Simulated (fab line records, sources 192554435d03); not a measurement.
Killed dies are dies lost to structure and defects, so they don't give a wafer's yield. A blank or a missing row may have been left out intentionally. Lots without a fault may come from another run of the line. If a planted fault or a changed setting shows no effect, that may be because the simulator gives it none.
Lot-split experiment + flow n5 finfet + 21 wafers read from 7 lots, route of 1938 steps

== THE SPLIT ==
At N5_BEOL_M0_SAQP_PEB_12 (peb time 60 s), the setting peb time s was moved away from the recipe's 60 s on 7 of the 21 wafers read, by -21.0% to +19.1%. All remaining wafers had this setting at the recipe value.

== FROM SPLIT TO READING: 1 step shown by the file between the two ==
- N5_BEOL_M0_SAQP_DEVELOP_13: develop time 30 s

== THE READING ==
Shown in nm: cd nm at N5_BEOL_M0_SAQP_CD_MEAS_14, with target cd 42.5 nm. Typical for fault-free wafers on this fab line: 42.4 nm, with standard deviation 0.37 nm.

| wafer  | tool, chamber at the split | peb time s as run, s | against the recipe | cd nm, nm | against lot-mates on the recipe |
|--------|----------------------------|----------------------|--------------------|-----------|---------------------------------|
| L074.3 | litho track-02, 0          | 54.32                | -9.5%              | 44.8      | +2.5                            |
| L074.5 | litho track-02, 0          | 60                   | recipe             | 42.3      | -                               |
| L074.6 | litho track-02, 0          | 54.32                | -9.5%              | 44.7      | +2.4                            |
| L076.1 | litho track-01, 0          | 60                   | recipe             | 42.5      | -                               |
| L076.2 | litho track-01, 0          | 60                   | recipe             | 42.0      | -                               |
| L076.5 | litho track-01, 0          | 71.43                | +19.1%             | 39.7      | -2.5                            |
| L081.1 | litho track-04, 0          | 60                   | recipe             | 41.9      | -                               |
| L081.2 | litho track-04, 0          | 68.73                | +14.5%             | 40.5      | -1.3                            |
| L081.6 | litho track-04, 0          | 60                   | recipe             | 41.7      | -                               |
| L083.1 | litho track-04, 0          | 60                   | recipe             | 42.6      | -                               |
| L083.3 | litho track-04, 0          | 60                   | recipe             | 42.3      | -                               |
| L083.4 | litho track-04, 0          | 60                   | recipe             | 42.5      | -                               |
| L086.2 | litho track-01, 0          | 60                   | recipe             | 42.1      | -                               |
| L086.5 | litho track-01, 0          | 53.41                | -11.0%             | 44.4      | +2.0                            |
| L086.6 | litho track-01, 0          | 60                   | recipe             | 42.7      | -                               |
| L087.3 | litho track-02, 0          | 60                   | recipe             | 42.1      | -                               |
| L087.4 | litho track-02, 0          | 47.74                | -20.4%             | 46.3      | +4.0                            |
| L087.5 | litho track-02, 0          | 60                   | recipe             | 42.4      | -                               |
| L092.1 | litho track-04, 0          | 60                   | recipe             | 42.3      | -                               |
| L092.5 | litho track-04, 0          | 60                   | recipe             | 41.9      | -                               |
| L092.6 | litho track-04, 0          | 47.38                | -21.0%             | 46.4      | +4.3                            |

THE FIT
A straight line over all 21 wafers: cd nm changes by -0.177 nm for each +1% of peb time s; r = -0.97; the points scatter about the line by 0.43 nm.
The same after taking each lot's own level away (the mean of its wafers on the recipe; 21 wafers): -0.173 nm for each +1%; r = -0.97; scatter 0.43 nm.
The reading moves by 3.6 nm for the largest change in peb time s, on that fit.
Across the lots, their own levels run from 41.80 to 42.47 nm, a range of 1.8 times the standard deviation given above.
The two slopes agree, so the slope changes little with the lot-to-lot level.
Check: for one of the wafers moved furthest among these (-21.0%), held out of the fit, the line's prediction against its lot-mates is +3.72 nm. Against them it came out at +4.3 nm.

== OTHER SPLITS APPLIED TO THESE WAFERS ==
Other splits were also applied to these wafers ahead of the reading. Each is held against what the fit with the lots' levels taken away leaves over:
| other split on the same wafers         | wafers away from the commonest value | r with cd nm (lot level and that fit taken away) |
|----------------------------------------|--------------------------------------|--------------------------------------------------|
| N5_SDB_ETCH_18 time s                  | 7                                    | -0.41                                            |
| N5_HKMG_FIN_EXPOSE_09 dose mj          | 4                                    | -0.17                                            |
| N5_MOL_CONTACT_COAG_ALD_131 ald cycles | 8                                    | +0.03                                            |
| N5_MOL_CONTACT_COAG_ETCH_91 source w   | 9                                    | -0.16                                            |
| N5_BEOL_M0_SAQP_COAT_82 spin rpm       | 7                                    | -0.01                                            |

== THE FILE'S OWN FIT ==
cd nm changes by -0.175 nm for each +1% of peb time s, r = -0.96.
